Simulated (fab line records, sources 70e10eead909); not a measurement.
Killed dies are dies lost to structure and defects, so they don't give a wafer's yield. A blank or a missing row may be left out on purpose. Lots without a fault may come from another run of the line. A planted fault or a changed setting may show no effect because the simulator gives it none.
fab line records | flow nand_harc | part 1 of 2: steps 1 to 27 of 41
record lots=5 wafers=15 last_day=28
route steps=1302 shown P_STI@82 P_GATE@110
lots that met no fault: from a run of the same line without faults
start_h: hours from the record's first day to the start of the lot's first wafer shown | wait_h: hours since the lot's step before | " the same as in the row above | L1.1+2: a row that stands for several wafers | - no value, or no start given | * or withheld: withheld | < > ~ a bound
route shown NAME@n: a module of which the file shows steps, and the number in the route of the first | usual: mean/standard deviation of fault-free wafers | same: alike in all rows | chamber/n: place in a boat | sites: the reading at each site | _std_site: their standard deviation | _edge_site: outer sites' mean less inner sites' | radius_mm: how far each site lies from the wafer's centre | mask NAME#n: copy n | behind: the tool/chamber that last shaped the wafer | hold: why the lot was held/for how many hours/how that ended | device: the transistor (n, p or np) that didn't switch | end of line: the same wafers' tests at the end of the route | a step without rows: its recipe alone | killed: dies lost to structure and defects at the first sort, not the wafer's yield | map: a wafer's dies, x killed, . not, _ none there
set.NAME: the setting as run; set.NAME@STEP: as run at that earlier step | model.NAME: the simulator's own value behind a step, which no gauge read
lots at some steps of the route; a table a step, a row a wafer
services: from which hour (start_h, from the record's first day; less than 0 if before it) a tool's chamber was out of use, for how many hours, and why
## steps
# step NHARC_P_STI_DEVELOP_08
# recipe time_s=50 dev_temp_c=22
# columns lot.wafer tool chamber start_h wait_h
L076.1+3+6 litho_track-05 0 - -
L081.1+2+3 litho_track-03 0 - -
L082.1+3+6 litho_track-07 0 - -
L084.3+5+6 litho_track-05 0 - -
L087.1+4+5 litho_track-03 0 - -
# step NHARC_P_STI_CD_MEAS_09
# recipe target_cd_nm=200 landing_energy_ev=500
# usual cd_nm=200.0/2.4
# columns lot.wafer tool chamber start_h wait_h cd_nm
L076.1 cd_sem-02 0 65.15 - 199.3
L076.3 " 0 " " 195.8
L076.6 " 0 " " 196.6
L081.1 cd_sem-02 0 112.73 - 204.6
L081.2 " 0 " " 200.3
L081.3 " 0 " " 201.4
L082.1 cd_sem-02 0 124.27 - 203.9
L082.3 " 0 " " 204.8
L082.6 " 0 " " 202.4
L084.3 cd_sem-03 0 148.45 - 198.1
L084.5 " 0 " " 198.4
L084.6 " 0 " " 197.5
L087.1 cd_sem-01 0 172.63 - 196.6
L087.4 " 0 " " 200.1
L087.5 " 0 " " 196.8
# step NHARC_P_STI_OVL_MEAS_10
# usual overlay_x_nm=5/6.7 overlay_y_nm=-1/6.8
# columns lot.wafer tool chamber start_h wait_h overlay_x_nm overlay_y_nm
L076.1 overlay-02 - 65.24 - -5 -2
L076.3 " - " " -5 -2
L076.6 " - " " -6 -1
L081.1 overlay-01 - 112.82 - 14 -11
L081.2 " - " " 13 -11
L081.3 " - " " 14 -11
L082.1 overlay-01 - 124.35 - -3 2
L082.3 " - " " -3 3
L082.6 " - " " -3 2
L084.3 overlay-01 - 148.54 - 10 -10
L084.5 " - " " 10 -9
L084.6 " - " " 11 -9
L087.1 overlay-01 - 172.72 - 0 2
L087.4 " - " " 0 3
L087.5 " - " " 0 3
# step NHARC_P_STI_INSPECT_11
# usual raw_defect_count=6/3.1
# columns lot.wafer tool chamber start_h wait_h raw_defect_count
L076.1 defect_inspect-02 - 65.28 0.0 7
L076.3 " - " " 3
L076.6 " - " " 5
L081.1 defect_inspect-02 - 112.86 0.0 3
L081.2 " - " " 4
L081.3 " - " " 3
L082.1 defect_inspect-01 - 124.39 0.0 5
L082.3 " - " " 3
L082.6 " - " " 7
L084.3 defect_inspect-01 - 148.57 0.0 7
L084.5 " - " " 6
L084.6 " - " " 4
L087.1 defect_inspect-01 - 172.76 0.0 7
L087.4 " - " " 6
L087.5 " - " " 6
# step NHARC_P_STI_HARDBAKE_13
# recipe temp_c=118 time_s=65
# usual heater_power_total_W=195.7/0.38
# columns lot.wafer tool chamber start_h wait_h heater_power_total_W
L076.1 litho_track-07 0 65.33 0.1 195.1
L076.3 " 0 " " 196.1
L076.6 " 0 " " 195.1
L081.1 litho_track-07 0 112.92 0.1 195.1
L081.2 " 0 " " 196.1
L081.3 " 0 " " 195.7
L082.1 litho_track-07 0 124.45 0.1 195.5
L082.3 " 0 " " 195.2
L082.6 " 0 " " 195.2
L084.3 litho_track-05 0 148.64 0.1 196.2
L084.5 " 0 " " 196.1
L084.6 " 0 " " 195.7
L087.1 litho_track-07 0 172.81 0.1 196.1
L087.4 " 0 " " 195.5
L087.5 " 0 " " 195.4
# step NHARC_P_STI_DESCUM_14
# recipe time_s=3 o2_flow_sccm=200 ar_flow_sccm=0 bias_power_w=0 chemistry=O2
# usual drypump_motor_current_A=5.6/0.49 oes_product_au=0.996/0.01 rf_vpp_V=57.6/0.85 showerhead_plenum_p_Torr=1.87/0.071 throttle_valve_pct=11.311/0.0088
# same bias_power_w=0
# columns lot.wafer tool chamber start_h wait_h drypump_motor_current_A oes_product_au rf_hours_counter_h rf_vpp_V showerhead_plenum_p_Torr throttle_valve_pct
L076.1 rie_diel-13 3 65.42 - 5.9 0.982 6.7 56.7 1.82 11.303
L076.3 " 1 " " 4.7 0.983 6.0 58.9 1.99 11.323
L076.6 " 3 " " 5.9 0.996 - 57.8 1.82 11.303
L081.2 rie_diel-13 1 113.00 - 4.7 0.985 10.3 57.8 1.99 11.317
L081.1 " 2 " " 5.6 1.003 10.5 58.3 1.83 11.316
L081.3 " 3 " " 5.9 0.998 11.1 56.0 1.82 11.307
L082.1 rie_diel-11 0 124.53 - 6.4 1.004 2.0 58.2 2.02 11.293
L082.3 " 2 " " 5.8 0.999 1.8 57.4 1.81 11.310
L082.6 " 0 " " 6.4 1.004 - 59.3 2.02 11.308
L084.3 rie_diel-07 2 148.72 - 5.7 1.006 1.4 57.4 1.90 11.313
L084.5 " 0 " " 5.3 1.008 - 57.0 1.81 11.334
L084.6 " 1 " " 6.4 1.007 - 58.0 1.83 11.289
L087.1 rie_diel-11 1 172.89 - 5.1 0.983 5.1 57.1 1.84 11.299
L087.4 " 0 " " 6.4 0.986 4.8 59.3 2.02 11.330
L087.5 " 1 " " 5.1 0.980 - 56.9 1.84 11.302
# step NHARC_P_STI_ETCH_42
# recipe target_depth_a=800 overetch_a=240 time_s=61 ion_energy_ev=200 n2_flow_sccm=150 h2_flow_sccm=150 ar_flow_sccm=0 rf_w=400 bias_w=150 chemistry=N2/H2
# usual drypump_motor_current_A=5.6/0.49 oes_product_au=0.996/0.011 rf_vpp_V=429.2/2.3 showerhead_plenum_p_Torr=1.99/0.079 throttle_valve_pct=14.171/0.0093
# columns lot.wafer tool chamber start_h wait_h drypump_motor_current_A oes_product_au rf_hours_counter_h rf_vpp_V showerhead_plenum_p_Torr throttle_valve_pct
L076.1 rie_diel-13 1 65.50 0.1 4.7 0.981 6.0 434.2 2.13 14.147
L076.3 " 2 " " 5.6 0.998 6.7 427.8 1.94 14.166
L076.6 " 0 " " 5.6 1.008 - 430.5 2.04 14.182
L081.2 rie_diel-13 3 113.08 0.1 5.9 0.976 11.1 428.4 1.93 14.170
L081.3 " 1 " " 4.8 0.991 10.3 432.4 2.12 14.161
L081.1 " 2 " " 5.6 0.999 10.5 427.6 1.94 14.169
L082.1 rie_diel-11 0 124.61 0.1 6.5 0.998 2.0 434.2 2.15 14.175
L082.3 " 2 " " 5.9 0.996 1.8 426.6 1.92 14.157
L082.6 " 0 " " 6.5 0.985 - 434.8 2.15 14.170
L084.3 rie_diel-07 0 148.79 0.1 5.4 1.030 2.0 428.0 1.92 14.160
L084.5 " 0 " " 5.4 1.032 - 426.8 1.92 14.165
L084.6 " 1 " " 6.4 1.005 - 429.0 1.94 14.164
L087.4 rie_diel-11 1 172.99 0.1 5.1 0.990 5.1 428.8 1.96 14.173
L087.1 " 2 " " 5.9 0.982 4.4 428.2 1.92 14.182
L087.5 " 3 " " 5.4 1.001 - 428.7 1.97 14.172
# step NHARC_P_STI_ETCH_31
# recipe target_depth_a=1089 time_s=54.5 cf4_flow_sccm=100 chf3_flow_sccm=30 ar_flow_sccm=0 rf_w=500 bias_w=200 chemistry=CF4/CHF3
# usual drypump_motor_current_A=5.6/0.49 oes_product_au=0.956/0.018 rf_vpp_V=369.4/2 showerhead_plenum_p_Torr=1.54/0.055 throttle_valve_pct=16.802/0.0095
# columns lot.wafer tool chamber start_h wait_h drypump_motor_current_A oes_product_au rf_hours_counter_h rf_vpp_V showerhead_plenum_p_Torr throttle_valve_pct
L076.1 rie_diel-13 1 - - 4.8 0.967 6.1 372.1 1.63 16.811
L076.3 " 3 " " 5.9 0.953 6.7 368.2 1.50 16.796
L076.6 " 1 " " 4.7 0.967 - 373.6 1.63 16.813
L081.2 rie_diel-13 3 - - 5.9 0.968 11.1 368.8 1.50 16.803
L081.3 " 0 " " 5.6 0.971 10.9 369.7 1.57 16.791
L081.1 " 1 " " 4.8 0.942 10.4 372.4 1.63 16.796
L082.1 rie_diel-11 3 - - 5.3 0.960 1.6 368.0 1.53 16.802
L082.3 " 1 " " 5.1 0.972 2.2 368.9 1.52 16.811
L082.6 " 3 " " 5.3 0.960 - 368.1 1.53 16.811
L084.3 rie_diel-07 2 - - 5.7 0.988 1.5 369.6 1.56 16.795
L084.6 " 1 " " 6.3 0.974 - 367.2 1.50 16.793
L084.5 " 2 " " 5.7 0.986 - 369.6 1.56 16.821
L087.1 rie_diel-11 0 - - 6.5 0.972 4.8 372.7 1.65 16.811
L087.4 " 3 " " 5.3 0.980 3.3 370.0 1.53 16.803
L087.5 " 1 " " 5.1 0.950 - 368.7 1.52 16.794
# step NHARC_P_STI_ETCH_15
# recipe target_depth_a=3000 taper_deg=4 time_s=100.1 hbr_flow_sccm=150 cl2_flow_sccm=50 rf_w=400 icp_w=400 bias_w=100 chemistry=HBr/Cl2
# usual drypump_motor_current_A=5.8/0.51 mfc_cl2_sccm=50.02/0.14 oes_product_au=1.001/0.011 throttle_valve_pct=26.405/0.01
# columns lot.wafer tool chamber start_h wait_h drypump_motor_current_A mfc_cl2_sccm oes_product_au rf_hours_counter_h throttle_valve_pct
L076.3 rie_si-06 1 65.69 - 6.4 50.14 1.014 1.0 26.399
L076.1 " 2 " " 6.2 50.30 1.004 0.9 26.411
L076.6 " 1 " " 6.3 50.04 1.007 - 26.396
L081.3 rie_si-06 0 113.27 - 5.2 50.07 0.993 0.3 26.400
L081.1 " 1 " " 6.3 49.82 0.989 0.3 26.408
L081.2 " 3 " " 5.2 49.81 0.989 0.3 26.413
L082.3 rie_si-02 0 124.80 - 6.0 50.04 1.017 0.1 26.401
L082.1 " 2 " " 5.9 50.11 1.001 0.1 26.408
L082.6 " 0 " " 6.0 50.15 1.010 - 26.388
L084.3 rie_si-02 0 149.00 - 6.0 49.77 1.004 0.3 26.398
L084.6 " 0 " " 6.0 49.83 0.993 - 26.388
L084.5 " 2 " " 5.9 49.95 1.008 - 26.402
L087.1 rie_si-06 2 173.18 - 6.2 50.01 1.010 0.6 26.424
L087.4 " 0 " " 5.2 50.15 1.001 0.7 26.409
L087.5 " 1 " " 6.3 50.00 0.998 - 26.423
# step NHARC_P_STI_CD_MEAS_16
# usual cd_nm=199.3/2.6
# columns lot.wafer tool chamber start_h wait_h cd_nm
L076.1 cd_sem-01 - 65.85 - 197.9
L076.3 " - " " 196.9
L076.6 " - " " 196.6
L081.1 cd_sem-02 - 113.43 - 203.2
L081.2 " - " " 199.6
L081.3 " - " " 198.5
L082.1 cd_sem-03 - 124.96 - 203.4
L082.3 " - " " 204.5
L082.6 " - " " 201.1
L084.3 cd_sem-03 - 149.18 - 196.7
L084.5 " - " " 197.3
L084.6 " - " " 197.2
L087.1 cd_sem-03 - 173.33 - 195.8
L087.4 " - " " 200.0
L087.5 " - " " 196.9
# step NHARC_P_STI_OCD_MEAS_17
# usual trench_depth_nm=301/4.8 trench_foot_cd_nm=157.9/2.5
# columns lot.wafer tool chamber start_h wait_h trench_depth_nm trench_foot_cd_nm
L076.1 ocd-02 - 65.94 0.1 301 157.1
L076.3 " - " " 305 153.3
L076.6 " - " " 302 154.0
L081.1 ocd-02 - 113.52 0.1 296 163.2
L081.2 " - " " 297 158.1
L081.3 " - " " 297 159.9
L082.1 ocd-02 - 125.05 0.1 303 161.4
L082.3 " - " " 303 161.9
L082.6 " - " " 301 160.0
L084.3 ocd-01 - 149.26 0.1 303 155.6
L084.5 " - " " 302 156.5
L084.6 " - " " 301 155.4
L087.1 ocd-02 - 173.41 0.1 303 154.8
L087.4 " - " " 300 158.4
L087.5 " - " " 299 155.1
# step NHARC_P_STI_STRIP_19
# recipe time_s=900 temp_c=130 chemistry=SPM
# columns lot.wafer tool chamber start_h wait_h
L076.1+6+3 wet_bench-02 0,4,5 65.99 0.1
L081.2+3+1 wet_bench-03 4,5,6 113.58 0.1
L082.1+6+3 wet_bench-01 1,2,6 125.10 0.1
L084.6+5+3 wet_bench-01 3,6,7 149.32 0.1
L087.4+5+1 wet_bench-01 2,6,7 173.47 0.0
# step NHARC_P_STI_PRECLEAN_32
# recipe time_s=* temp_c=50 bath_age_min=0 chemistry=SC1
# columns lot.wafer tool chamber start_h wait_h
L076.1+6+3 wet_bench-02 0,4,5 - -
L081.2+3+1 wet_bench-03 4,5,6 - -
L082.1+6+3 wet_bench-01 1,2,6 - -
L084.6+5+3 wet_bench-01 3,6,7 - -
L087.4+5+1 wet_bench-01 2,6,7 - -
# step NHARC_P_STI_SRD_23
# columns lot.wafer tool chamber start_h wait_h
L076.1+6+3 wet_bench-02 0,4,5 - -
L081.2+3+1 wet_bench-03 4,5,6 - -
L082.1+6+3 wet_bench-01 1,2,6 - -
L084.6+5+3 wet_bench-01 3,6,7 - -
L087.4+5+1 wet_bench-01 2,6,7 - -
# step NHARC_P_STI_OCD_MEAS_43
# usual trench_depth_nm=301/4.7 trench_foot_cd_nm=157.9/2.5
# columns lot.wafer tool chamber start_h wait_h trench_depth_nm trench_foot_cd_nm
L076.1 ocd-01 - 66.45 - 302 157.4
L076.3 " - " " 305 153.0
L076.6 " - " " 302 154.5
L081.1 ocd-01 - 114.03 - 295 163.5
L081.2 " - " " 297 158.7
L081.3 " - " " 298 159.8
L082.1 ocd-01 - 125.55 - 303 161.5
L082.3 " - " " 303 162.4
L082.6 " - " " 302 159.7
L084.3 ocd-02 - 149.77 - 303 156.4
L084.5 " - " " 302 156.7
L084.6 " - " " 301 155.2
L087.1 ocd-01 - 173.93 - 302 154.0
L087.4 " - " " 301 158.7
L087.5 " - " " 298 154.9
# step NHARC_P_STI_OXIDE_33
# recipe target_thk_a=100 temp_c=1000 ox_time_s=281 material=SiO2
# usual spike_tc_upper_C=1000.2/1.1 zone_power_upper_pct=21.9/0.53
# columns lot.wafer tool chamber start_h wait_h spike_tc_upper_C zone_power_upper_pct
L076.1 furnace-05 0 69.45 3.0 998.5 22.2
L076.3 " 0 " " 999.3 22.4
L076.6 " 0 " " 998.8 22.5
L081.1 furnace-03 0 117.22 3.2 1000.0 22.0
L081.2 " 0 " " 1000.3 22.4
L081.3 " 0 " " 999.0 22.5
L082.1 furnace-08 0 132.83 7.3 1000.5 21.4
L082.3 " 0 " " 1000.7 21.4
L082.6 " 0 " " 1002.0 21.6
L084.3 furnace-05 0 154.20 4.4 998.0 22.1
L084.5 " 0 " " 999.5 22.5
L084.6 " 0 " " 998.9 22.1
L087.1 furnace-05 0 178.88 4.9 997.2 22.0
L087.4 " 0 " " 1000.7 22.1
L087.5 " 0 " " 999.8 22.3
# step NHARC_P_STI_HDPCVD_20
# recipe target_thk_a=withheld sigma_open_frac=withheld material=SiO2
# columns lot.wafer tool chamber start_h wait_h
L076.1+3+6 hdpcvd-01 0,0,1 74.26 0.5
L081.1+2+3 hdpcvd-01 0,1,1 121.93 0.4
L082.1+3+6 hdpcvd-01 0,1,0 137.51 0.4
L084.3+5+6 hdpcvd-01 0,1,0 159.21 0.6
L087.1+4+5 hdpcvd-01 1,1,0 183.66 0.5
# step NHARC_P_STI_ANNEAL_34
# recipe temp_c=1000 time_s=1800
# usual spike_tc_upper_C=1000.2/1.4 tube_center_temp_C_max=1002.5/0.4 zone_power_upper_pct=21.9/0.56
# columns lot.wafer tool chamber start_h wait_h spike_tc_upper_C tube_center_temp_C_max zone_power_upper_pct
L076.1 furnace-03 0 77.92 3.6 998.1 1002.4 22.1
L076.3 " 0 " " 999.5 1003.1 22.6
L076.6 " 0 " " 998.5 1002.8 22.0
L081.1 furnace-03 0 127.02 5.0 999.7 1002.6 22.3
L081.2 " 0 " " 1000.1 1002.2 22.4
L081.3 " 0 " " 998.8 1002.4 22.4
L082.1 furnace-03 0 147.04 9.5 999.4 1002.2 22.4
L082.3 " 0 " " 998.2 1002.2 22.3
L082.6 " 0 " " 997.9 1003.2 22.1
L084.3 furnace-03 0 165.13 5.8 999.5 1002.8 22.4
L084.5 " 0 " " 999.5 1002.9 22.4
L084.6 " 0 " " 999.4 1002.8 22.7
L087.1 furnace-08 0 189.64 5.9 1000.1 1002.5 21.6
L087.4 " 0 " " 998.9 1002.3 21.4
L087.5 " 0 " " 1001.2 1002.5 21.2
# step NHARC_P_STI_CMP_21
# recipe t_overpolish_s=20 target_thk_nm=380.67
# usual motor_current_A=11.6/0.84 overpolish_run_s=19.999/0.0086
# columns lot.wafer tool chamber start_h wait_h motor_current_A overpolish_run_s
L076.3 cmp-01 3 82.83 0.4 11.9 20.006
L076.1 " 0 " " 11.8 19.998
L076.6 " 3 " " 12.4 20.006
L081.1 cmp-04 3 131.93 0.4 11.0 20.014
L081.3 " 0 " " 11.9 19.987
L081.2 " 2 " " 12.2 19.999
L082.3 cmp-04 1 151.90 0.4 10.3 19.989
L082.1 " 0 " " 11.5 20.002
L082.6 " 1 " " 10.5 20.001
L084.3 cmp-01 2 170.08 0.4 11.8 19.990
L084.5 " 3 " " 12.1 19.986
L084.6 " 0 " " 12.2 20.008
L087.1 cmp-01 3 194.54 0.4 11.6 19.996
L087.4 " 2 " " 11.3 19.994
L087.5 " 3 " " 11.2 19.996
# step NHARC_P_STI_SRD_35
# columns lot.wafer tool chamber start_h wait_h
L076.6+1+3 wet_bench-03 5,1,2 83.13 0.0
L081.3+1+2 wet_bench-01 6,1,2 132.23 0.0
L082.3+1+6 wet_bench-03 6,0,1 152.22 0.0
L084.3+6+5 wet_bench-02 3,4,6 170.31 0.0
L087.5+1+4 wet_bench-02 6,7,0 194.84 0.0
# step NHARC_P_STI_ETCH_36
# recipe target_depth_a=388 chemistry=dHF material=SiO2
# columns lot.wafer tool chamber start_h wait_h
L076.6+1+3 wet_bench-03 5,1,2 83.16 0.0
L081.3+1+2 wet_bench-01 6,1,2 132.25 0.0
L082.3+1+6 wet_bench-03 6,0,1 152.24 0.0
L084.3+6+5 wet_bench-02 3,4,6 170.33 0.0
L087.5+1+4 wet_bench-02 6,7,0 194.87 0.0
# step NHARC_P_STI_STRIP_24
# recipe temp_c=160 chemistry=H3PO4 material=Si3N4
# columns lot.wafer tool chamber start_h wait_h
L076.6+1+3 wet_bench-03 5,1,2 83.17 0.0
L081.3+1+2 wet_bench-01 6,1,2 132.27 0.0
L082.3+1+6 wet_bench-03 6,0,1 152.26 0.0
L084.3+6+5 wet_bench-02 3,4,6 170.35 0.0
L087.5+1+4 wet_bench-02 6,7,0 194.88 0.0
# step NHARC_P_STI_ETCH_37
# recipe target_depth_a=110 chemistry=dHF material=SiO2
# columns lot.wafer tool chamber start_h wait_h
L076.6+1+3 wet_bench-03 5,1,2 - -
L081.3+1+2 wet_bench-01 6,1,2 - -
L082.3+1+6 wet_bench-03 6,0,1 - -
L084.3+6+5 wet_bench-02 3,4,6 - -
L087.5+1+4 wet_bench-02 6,7,0 - -
# step NHARC_P_STI_PRECLEAN_38
# recipe time_s=* temp_c=50 bath_age_min=0 chemistry=SC1
# columns lot.wafer tool chamber start_h wait_h
L076.6+1+3 wet_bench-03 5,1,2 - -
L081.3+1+2 wet_bench-01 6,1,2 - -
L082.3+1+6 wet_bench-03 6,0,1 - -
L084.3+6+5 wet_bench-02 3,4,6 - -
L087.5+1+4 wet_bench-02 6,7,0 - -
# step NHARC_P_STI_SRD_39
# columns lot.wafer tool chamber start_h wait_h
L076.6+1+3 wet_bench-03 5,1,2 - -
L081.3+1+2 wet_bench-01 6,1,2 - -
L082.3+1+6 wet_bench-03 6,0,1 - -
L084.3+6+5 wet_bench-02 3,4,6 - -
L087.5+1+4 wet_bench-02 6,7,0 - -
# step NHARC_P_STI_OXIDE_40
# recipe target_thk_a=100 temp_c=900 ox_time_s=1362 material=SiO2
# usual spike_tc_upper_C=899.7/1.2 zone_power_upper_pct=17.3/0.35
# columns lot.wafer tool chamber start_h wait_h spike_tc_upper_C zone_power_upper_pct
L076.1 furnace-05 0 86.53 - 898.9 17.2
L076.3 " 0 " " 897.1 17.6
L076.6 " 0 " " 898.3 17.4
L081.1 furnace-03 0 138.15 - 898.8 17.3
L081.2 " 0 " " 900.5 17.5
L081.3 " 0 " " 901.0 17.7
L082.1 furnace-08 0 157.53 - 900.7 16.7
L082.3 " 0 " " 900.3 16.8
L082.6 " 0 " " 902.0 16.9
L084.3 furnace-08 0 175.50 - 898.9 16.8
L084.5 " 0 " " 900.2 16.9
L084.6 " 0 " " 901.8 17.0
L087.1 furnace-05 0 199.59 - 898.5 17.0
L087.4 " 0 " " 899.0 17.5
L087.5 " 0 " " 898.6 17.6
# step NHARC_P_STI_INSPECT_25
# usual raw_defect_count=243/99
# columns lot.wafer tool chamber start_h wait_h raw_defect_count
L076.1 defect_inspect-02 - 90.64 0.4 217
L076.3 " - " " 125
L076.6 " - " " 317
L081.1 defect_inspect-02 - 142.17 0.4 167
L081.2 " - " " 168
L081.3 " - " " 473
L082.1 defect_inspect-02 - 161.60 0.4 214
L082.3 " - " " 151
L082.6 " - " " 352
L084.3 defect_inspect-01 - 179.59 0.4 209
L084.5 " - " " 130
L084.6 " - " " 127
L087.1 defect_inspect-01 - 203.55 0.4 135
L087.4 " - " " 116
L087.5 " - " " 186
